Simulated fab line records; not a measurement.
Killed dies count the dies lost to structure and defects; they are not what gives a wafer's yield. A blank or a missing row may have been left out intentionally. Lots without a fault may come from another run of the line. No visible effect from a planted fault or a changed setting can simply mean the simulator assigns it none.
Problem report in the 8D (eight disciplines) form, filled by code | flow n5 finfet | the parts of the form that need people (team, actions taken, sign-off) are left out

1. WHAT IS WRONG
Wafers without a fault read 3.5, standard deviation 2.8; killed at other at N5_PASSIVATION_PROBE_49 reads a mean of 1089.8 on 5 wafers belonging to 3 lots. So: +99 or more standard deviations from the usual mean.
Seen first at day 15 15:47 on prober-01, wafer L195.1. The record holds 22 wafers of 8 lots with a number at this step. Rule for "out", or "out of limits": more than 4 standard deviations from the usual mean. The rest of the wafers with a number are treated as sound.

2. WHAT THIS IS AND IS NOT
question                    | is                                                                                                                  | is not
which readings at this step | killed at other, defect limited yield, killed dies, killed on rim, sort_bin_5_function, sort n pass, sort yield pct | killed_at_M0_to_M3, killed_at_M4_up, killed at contacts, killed at front end, killed open, killed short, sort_bin_6_memory, sort_bin_8_speed
which lots                  | L194, L195, L198                                                                                                    | L189, L190, L192, L193, L197
which wafers of those lots  | L194.3, L195.1, L195.3, L198.1, L198.3                                                                              | L194.2, L194.4, L195.5, L198.6
read on which tools         | prober-01, prober-02                                                                                                | -
when                        | from day 15 15:47                                                                                                   | up to then (10 sound wafers); but 7 sound wafers of L194, L195, L197, L198 came after

3. WHAT RULES OUT EACH SUSPECT
Counting: any tool at a process step up to the reading remains a suspect provided it ran every lot that is out. Sound lots after the first of them don't rule it out here, since some wafers of a struck lot are sound.
- pvd sputter-03 at N5_PASSIVATION_AL_DEP_21 (deposits Al, target thk 2800 nm, time 170 s): kept. Every lot that is out went through it, the first being L195 (day 15 10:26); the last sound lot it ran before that was L193 (day 15 06:27).
- rie diel-01 at N5_PASSIVATION_ETCH_54 (etches SiO2 in CHF3/O2, target depth 880 nm, time 440 s): kept. Every lot that is out went through it, the first being L195 (day 15 12:59); the last sound lot it ran before that was L193 (day 15 09:05).
After counting, pvd sputter-03 at N5_PASSIVATION_AL_DEP_21 and rie diel-01 at N5_PASSIVATION_ETCH_54 remain.

4. THE CAUSE (what the simulator had put in)
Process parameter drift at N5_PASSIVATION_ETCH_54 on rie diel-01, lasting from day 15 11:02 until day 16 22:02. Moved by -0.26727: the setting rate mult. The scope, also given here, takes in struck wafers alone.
Counting leaves 2 suspects; this tool is one of them.

5. THE CHAIN OF EFFECTS, in route order
Each row: a reading where the mean over the struck wafers with a number is more than 3 standard deviations away from the usual. Scope: only readings with a usual standard deviation given in the record; hours: median across lots of the time from each lot's start at the first step in this table that gives one to its start at this step; sigmas: change in usual standard deviations.
hours | step                    | reading              | usual  | on struck wafers | change  | sigmas
0     | N5_PASSIVATION_PROBE_49 | defect limited yield | 91.7 % | 0.0              | -91.7   | -66
0     | N5_PASSIVATION_PROBE_49 | killed at other      | 3.5    | 1089.8           | +1086.3 | +99 or more
0     | N5_PASSIVATION_PROBE_49 | killed dies          | 98     | 1180             | +1082   | +68
0     | N5_PASSIVATION_PROBE_49 | killed on rim        | 13     | 152              | +139    | +33
0     | N5_PASSIVATION_PROBE_49 | sort_bin_5_function  | 4.9 %  | 96.8             | +91.9   | +96
0     | N5_PASSIVATION_PROBE_49 | sort n pass          | 1080   | 0                | -1080   | -47
0     | N5_PASSIVATION_PROBE_49 | sort yield pct       | 91.5 % | 0.0              | -91.5   | -48
It contains these process steps:
- N5_PASSIVATION_PROBE_49

6. WHAT WOULD HAVE CAUGHT IT SOONER
In this record the first reading out of limits was taken at day 15 15:47, 5 hours after the fault began at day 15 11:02.
Of the tool readings at N5_PASSIVATION_ETCH_54 for which the record gives a usual standard deviation, none was out on any struck wafer, so an alarm limit of 4 standard deviations on them would not have fired.
L194, L198, from the lots that are out (3), started N5_PASSIVATION_ETCH_54 on rie diel-01 later than day 15 15:47. A hold on the tool at that time would have spared those 2.
